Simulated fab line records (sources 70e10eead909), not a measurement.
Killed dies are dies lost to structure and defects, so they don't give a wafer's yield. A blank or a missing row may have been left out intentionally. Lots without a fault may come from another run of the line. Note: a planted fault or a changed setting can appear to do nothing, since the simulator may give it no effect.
fab line records / flow nandHarc
record lots=5 wafers=15 lastDay=24
route steps=1159 shown P_M2@322
lots that met no fault: taken from a fault-free run of the same line
startH: the number of hours between the record's first day and the start of the first shown wafer of the lot / waitH: hours from the lot's prior step to this one / " same as the row above / L1.1+2: one row covering several wafers at once / - no value, or no start given / * or withheld: withheld / < > ~ a bound
route shown NAME@n: a module of which the file shows steps, and the number in the route of the first / usual: mean and standard deviation over wafers with no fault / same: alike in all rows / chamber/n: place in a boat / sites: per-site readings / _std_site: standard deviation across them / _edge_site: the outer-site mean with the inner-site mean subtracted / radiusMm: for every site, how far away it sits from the centre of the wafer / mask NAME#n: copy n / behind: the last tool/chamber to shape the wafer / hold: cause of the lot's hold/its duration in hours/its outcome / device: the transistor (n, p or np) that didn't switch / end of line: tests of these same wafers at the route's end / where a step has no rows: the recipe by itself / killed: count of dies lost to structure and defects at first sort (not the wafer's yield) / map: a wafer's dies, marking killed ones x, the rest . and places with no die _
set.NAME: the setting as run; set.NAME@STEP: as run at that earlier step / model.NAME: the simulator's own value behind a step, which no gauge read
lots at selected steps of the route; one table per step, one row per wafer
services: when a tool's chamber went out of use (startH, in hours from the record's first day, below 0 if earlier), for how many hours, and the reason
## steps
# step NHARC_P_M2_COAT_03
# recipe spinRpm=1500 resistThkNm=90
lot.wafer=L078.1+3+6 tool=lithoTrack-01 chamber=0 startH=- waitH=-
lot.wafer=L079.2+3+6 tool=lithoTrack-04 chamber=0 startH=- waitH=-
lot.wafer=L080.1+2+4 tool=lithoTrack-04 chamber=0 startH=- waitH=-
lot.wafer=L094.2+3+5 tool=lithoTrack-01 chamber=0 startH=- waitH=-
lot.wafer=L096.2+3+5 tool=lithoTrack-06 chamber=0 startH=- waitH=-
# step NHARC_P_M2_SOFTBAKE_04
# recipe tempC=105 timeS=55
lot.wafer=L078.1+3+6 tool=lithoTrack-01 chamber=0 startH=- waitH=-
lot.wafer=L079.2+3+6 tool=lithoTrack-04 chamber=0 startH=- waitH=-
lot.wafer=L080.1+2+4 tool=lithoTrack-04 chamber=0 startH=- waitH=-
lot.wafer=L094.2+3+5 tool=lithoTrack-01 chamber=0 startH=- waitH=-
lot.wafer=L096.2+3+5 tool=lithoTrack-06 chamber=0 startH=- waitH=-
# step NHARC_P_M2_EBR_05
lot.wafer=L078.1+3+6 tool=lithoTrack-01 chamber=0 startH=- waitH=-
lot.wafer=L079.2+3+6 tool=lithoTrack-04 chamber=0 startH=- waitH=-
lot.wafer=L080.1+2+4 tool=lithoTrack-04 chamber=0 startH=- waitH=-
lot.wafer=L094.2+3+5 tool=lithoTrack-01 chamber=0 startH=- waitH=-
lot.wafer=L096.2+3+5 tool=lithoTrack-06 chamber=0 startH=- waitH=-
# step NHARC_P_M2_EXPOSE_06
# recipe na=1.35 targetCdNm=170 doseMj=80.78 maskId=P_M2
lot.wafer=L078.1+3+6 tool=arfiScanner-01 chamber=0 startH=148.55 waitH=- mask=P_M2#0
lot.wafer=L079.2+3+6 tool=arfiScanner-01 chamber=0 startH=150.38 waitH=- mask=P_M2#0
lot.wafer=L080.1+2+4 tool=arfiScanner-03 chamber=0 startH=160.97 waitH=- mask=P_M2#0
lot.wafer=L094.2+3+5 tool=arfiScanner-01 chamber=0 startH=244.41 waitH=- mask=P_M2#0
lot.wafer=L096.2+3+5 tool=arfiScanner-02 chamber=0 startH=264.58 waitH=- mask=P_M2#0
# step NHARC_P_M2_PEB_07
# recipe pebTempC=100 pebTimeS=65
lot.wafer=L078.1+3+6 tool=lithoTrack-04 chamber=0 startH=148.61 waitH=0.1
lot.wafer=L079.2+3+6 tool=lithoTrack-06 chamber=0 startH=150.43 waitH=0.1
lot.wafer=L080.1+2+4 tool=lithoTrack-04 chamber=0 startH=161.03 waitH=0.1
lot.wafer=L094.2+3+5 tool=lithoTrack-01 chamber=0 startH=244.47 waitH=0.1
lot.wafer=L096.2+3+5 tool=lithoTrack-04 chamber=0 startH=264.64 waitH=0.1
# step NHARC_P_M2_DEVELOP_08
# recipe developTimeS=35 devTempC=23
lot.wafer=L078.1+3+6 tool=lithoTrack-04 chamber=0 startH=- waitH=-
lot.wafer=L079.2+3+6 tool=lithoTrack-06 chamber=0 startH=- waitH=-
lot.wafer=L080.1+2+4 tool=lithoTrack-04 chamber=0 startH=- waitH=-
lot.wafer=L094.2+3+5 tool=lithoTrack-01 chamber=0 startH=- waitH=-
lot.wafer=L096.2+3+5 tool=lithoTrack-04 chamber=0 startH=- waitH=-
# step NHARC_P_M2_CD_MEAS_09
# recipe targetCdNm=170 landingEnergyEv=500
# usual cdNm=170.0/0.6
lot.wafer=L078.1 tool=cdSem-01 chamber=0 startH=148.69 waitH=- cdNm=170.2
lot.wafer=L078.3 tool=cdSem-01 chamber=0 startH=148.69 waitH=- cdNm=170.7
lot.wafer=L078.6 tool=cdSem-01 chamber=0 startH=148.69 waitH=- cdNm=170.3
lot.wafer=L079.2 tool=cdSem-01 chamber=0 startH=150.51 waitH=- cdNm=169.2
lot.wafer=L079.3 tool=cdSem-01 chamber=0 startH=150.51 waitH=- cdNm=170.4
lot.wafer=L079.6 tool=cdSem-01 chamber=0 startH=150.51 waitH=- cdNm=169.2
lot.wafer=L080.1 tool=cdSem-03 chamber=0 startH=161.11 waitH=- cdNm=169.8
lot.wafer=L080.2 tool=cdSem-03 chamber=0 startH=161.11 waitH=- cdNm=168.8
lot.wafer=L080.4 tool=cdSem-03 chamber=0 startH=161.11 waitH=- cdNm=169.0
lot.wafer=L094.2 tool=cdSem-03 chamber=0 startH=244.55 waitH=- cdNm=169.9
lot.wafer=L094.3 tool=cdSem-03 chamber=0 startH=244.55 waitH=- cdNm=170.8
lot.wafer=L094.5 tool=cdSem-03 chamber=0 startH=244.55 waitH=- cdNm=170.5
lot.wafer=L096.2 tool=cdSem-01 chamber=0 startH=264.72 waitH=- cdNm=170.0
lot.wafer=L096.3 tool=cdSem-01 chamber=0 startH=264.72 waitH=- cdNm=169.5
lot.wafer=L096.5 tool=cdSem-01 chamber=0 startH=264.72 waitH=- cdNm=169.3
# step NHARC_P_M2_OVL_MEAS_10
# recipe pitchNm=340
# usual overlayXNm=0.0/0.86 overlayYNm=0.1/0.94
lot.wafer=L078.1 tool=overlay-01 chamber=- startH=148.78 waitH=- overlayXNm=1.5 overlayYNm=0.1
lot.wafer=L078.3 tool=overlay-01 chamber=- startH=148.78 waitH=- overlayXNm=0.9 overlayYNm=-0.1
lot.wafer=L078.6 tool=overlay-01 chamber=- startH=148.78 waitH=- overlayXNm=0.7 overlayYNm=0.4
lot.wafer=L079.2 tool=overlay-01 chamber=- startH=150.60 waitH=- overlayXNm=0.8 overlayYNm=-0.6
lot.wafer=L079.3 tool=overlay-01 chamber=- startH=150.60 waitH=- overlayXNm=1.2 overlayYNm=-1.4
lot.wafer=L079.6 tool=overlay-01 chamber=- startH=150.60 waitH=- overlayXNm=0.5 overlayYNm=-0.9
lot.wafer=L080.1 tool=overlay-02 chamber=- startH=161.20 waitH=- overlayXNm=-1.0 overlayYNm=0.4
lot.wafer=L080.2 tool=overlay-02 chamber=- startH=161.20 waitH=- overlayXNm=-1.3 overlayYNm=0.7
lot.wafer=L080.4 tool=overlay-02 chamber=- startH=161.20 waitH=- overlayXNm=-1.2 overlayYNm=0.4
lot.wafer=L094.2 tool=overlay-01 chamber=- startH=244.64 waitH=- overlayXNm=0.2 overlayYNm=0.7
lot.wafer=L094.3 tool=overlay-01 chamber=- startH=244.64 waitH=- overlayXNm=-0.1 overlayYNm=0.7
lot.wafer=L094.5 tool=overlay-01 chamber=- startH=244.64 waitH=- overlayXNm=-0.1 overlayYNm=0.4
lot.wafer=L096.2 tool=overlay-02 chamber=- startH=264.81 waitH=- overlayXNm=0.1 overlayYNm=0.4
lot.wafer=L096.3 tool=overlay-02 chamber=- startH=264.81 waitH=- overlayXNm=0.2 overlayYNm=0.5
lot.wafer=L096.5 tool=overlay-02 chamber=- startH=264.81 waitH=- overlayXNm=-0.2 overlayYNm=0.3
# step NHARC_P_M2_INSPECT_11
# usual rawDefectCount=3.8/2.3
lot.wafer=L078.1 tool=defectInspect-01 chamber=- startH=148.82 waitH=0.0 rawDefectCount=5
lot.wafer=L078.3 tool=defectInspect-01 chamber=- startH=148.82 waitH=0.0 rawDefectCount=5
lot.wafer=L078.6 tool=defectInspect-01 chamber=- startH=148.82 waitH=0.0 rawDefectCount=6
lot.wafer=L079.2 tool=defectInspect-02 chamber=- startH=150.65 waitH=0.1 rawDefectCount=2
lot.wafer=L079.3 tool=defectInspect-02 chamber=- startH=150.65 waitH=0.1 rawDefectCount=6
lot.wafer=L079.6 tool=defectInspect-02 chamber=- startH=150.65 waitH=0.1 rawDefectCount=6
lot.wafer=L080.1 tool=defectInspect-01 chamber=- startH=161.24 waitH=0.0 rawDefectCount=3
lot.wafer=L080.2 tool=defectInspect-01 chamber=- startH=161.24 waitH=0.0 rawDefectCount=3
lot.wafer=L080.4 tool=defectInspect-01 chamber=- startH=161.24 waitH=0.0 rawDefectCount=3
lot.wafer=L094.2 tool=defectInspect-02 chamber=- startH=244.68 waitH=0.0 rawDefectCount=2
lot.wafer=L094.3 tool=defectInspect-02 chamber=- startH=244.68 waitH=0.0 rawDefectCount=5
lot.wafer=L094.5 tool=defectInspect-02 chamber=- startH=244.68 waitH=0.0 rawDefectCount=1
lot.wafer=L096.2 tool=defectInspect-01 chamber=- startH=264.84 waitH=0.0 rawDefectCount=10
lot.wafer=L096.3 tool=defectInspect-01 chamber=- startH=264.84 waitH=0.0 rawDefectCount=6
lot.wafer=L096.5 tool=defectInspect-01 chamber=- startH=264.84 waitH=0.0 rawDefectCount=4
## services
tool=arfiScanner-02 chamber=- startH=127.09 hours=0.7 kind=repair
tool=lithoTrack-04 chamber=- startH=141.00 hours=7.0 kind=pm
tool=arfiScanner-03 chamber=- startH=142.09 hours=4.0 kind=pm
tool=arfiScanner-03 chamber=- startH=168.27 hours=1.1 kind=repair
tool=arfiScanner-01 chamber=- startH=171.48 hours=1.6 kind=repair
tool=arfiScanner-01 chamber=- startH=173.90 hours=0.5 kind=repair
tool=arfiScanner-03 chamber=0 startH=189.01 hours=- kind=calibration
tool=arfiScanner-01 chamber=- startH=196.00 hours=4.0 kind=pm
tool=arfiScanner-03 chamber=- startH=201.06 hours=2.1 kind=repair
tool=arfiScanner-02 chamber=- startH=232.78 hours=0.7 kind=repair
tool=arfiScanner-02 chamber=- startH=256.00 hours=4.0 kind=pm
## key
fault none
